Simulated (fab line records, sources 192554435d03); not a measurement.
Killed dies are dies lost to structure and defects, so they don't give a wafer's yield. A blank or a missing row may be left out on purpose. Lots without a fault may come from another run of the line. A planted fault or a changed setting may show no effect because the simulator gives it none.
Which tool did it? | flow n5_finfet | 12 lots, 36 wafers sampled, at 2 steps of a route of 1938

WHAT THE GAUGES READ, wafer by wafer
N5_BEOL_M14_CD_MEAS_17: target cd 250 nm.
lot  | measured     | on        | cd_nm (nm)
L076 | day 12 06:37 | cd_sem-01 | 253.3 251.8 252.3
L078 | day 13 03:08 | cd_sem-03 | 251.8 252.3 252.6
L079 | day 14 00:31 | cd_sem-03 | 249.5 248.8 251.2
L081 | day 14 08:49 | cd_sem-02 | 254.1 253.7 253.5
L083 | day 15 17:34 | cd_sem-03 | 253.5 253.8 252.8
L085 | day 16 11:29 | cd_sem-02 | 250.4 253.3 250.5
L086 | day 16 20:24 | cd_sem-03 | 252.2 252.7 251.0
L089 | day 17 04:22 | cd_sem-01 | 250.0 255.0 253.4
L090 | day 17 08:49 | cd_sem-01 | 252.4 255.4 257.0
L094 | day 17 18:32 | cd_sem-02 | 251.8 249.4 251.5
L096 | day 18 12:11 | cd_sem-01 | 248.9 251.0 250.8
L097 | day 19 12:28 | cd_sem-03 | 254.7 254.1 254.8

WHICH TOOL RAN EACH LOT (tool, then ch and the chambers of the sampled wafers, then the start)
lot  | N5_BEOL_M14_ETCH_59
L076 | rie_diel-06 ch 1,2,3, day 12 06:12
L078 | rie_diel-01 ch 1,2,3, day 13 02:43
L079 | rie_diel-01 ch 0,2,3, day 14 00:07
L081 | rie_diel-06 ch 1,2,3, day 14 08:19
L083 | rie_diel-01 ch 1,2,3, day 15 17:10
L085 | rie_diel-04 ch 0,2, day 16 11:05
L086 | rie_diel-01 ch 2,3, day 16 20:00
L089 | rie_diel-01 ch 1,3, day 17 03:56
L090 | rie_diel-04 ch 0,2,3, day 17 08:24
L094 | rie_diel-04 ch 0,1,2, day 17 18:08
L096 | rie_diel-01 ch 0,1,3, day 18 11:38
L097 | rie_diel-06 ch 1,2,3, day 19 12:02
- N5_BEOL_M14_ETCH_59: etches BARC in N2/H2, target depth 89 nm, overetch 26.7 nm, time 67.9 s.

THE ANSWER, worked out from the rows above alone
Rule: what is usual is taken from the lots themselves. Put in order of their means at a reading, lots are off if they are a third of the lots or fewer, leave a main group of 4 or more, and stand apart from it by a gap of 3 or more times the standard deviation of the main group's means; of several such gaps the widest counts. A main group whose means are all the same, to the digits that the tables above print for the reading, isn't used. A lot without any number at a reading at which 4 lots or more have one is off too. The other lots that the step has rows for count as sound.
No lot is off at any reading shown: from this, nothing can be told.

WHAT THE SIMULATOR HAD PUT IN
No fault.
